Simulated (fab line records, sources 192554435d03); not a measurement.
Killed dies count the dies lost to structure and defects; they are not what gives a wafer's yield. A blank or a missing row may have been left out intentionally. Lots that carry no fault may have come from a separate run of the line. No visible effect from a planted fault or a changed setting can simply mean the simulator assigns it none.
Chamber matching    flow n5Finfet    N5_BEOL_M0_SAQP_STRIP_75 on rieDiel-05 has 4 sister chambers
The step strips in CF4. 4 wafers are shown with their chamber, then 9 later ones without.

== WAFERS WITH THEIR CHAMBER ==
wafer   chamber  drypumpMotorCurrentA (A)
L085.1  0        5.8
L088.2  1        5.7
L088.4  2        5.9
L088.6  3        6.4

== WAFERS MISSING THEIR CHAMBER ==
wafer   drypumpMotorCurrentA (A)
L089.2  6.4
L089.4  5.8
L089.6  5.9
L090.3  5.6
L090.5  5.9
L090.6  5.7
L097.1  6.4
L097.2  5.6
L097.6  5.8

== WHICH CHAMBER EACH ONE RAN IN ==
wafer    from the rows above   in truth
L089.2   3                     3
L089.4   0                     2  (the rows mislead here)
L089.6   2                     2
L090.3   1                     1
L090.5   2                     2
L090.6   1                     1
L097.1   3                     3
L097.2   1                     1
L097.6   0                     0
8 of 9 placed correctly. Not placeable from these rows: 0. Wrongly placed: 1.
How it was worked out, from the rows above alone: a wafer's distance from a chamber is the root of the sum, over the readings, of the square of ((its reading less the chamber's mean) divided by the reading's scatter). If the next closest chamber is less than 2 further off than the closest, the wafer can't be placed; otherwise it belongs to the closest. The mean given for a chamber averages the wafers shown for that chamber. The scatter: with one shown wafer a chamber, the root of the mean of the squares of how far each hidden wafer lies from its nearest shown one.
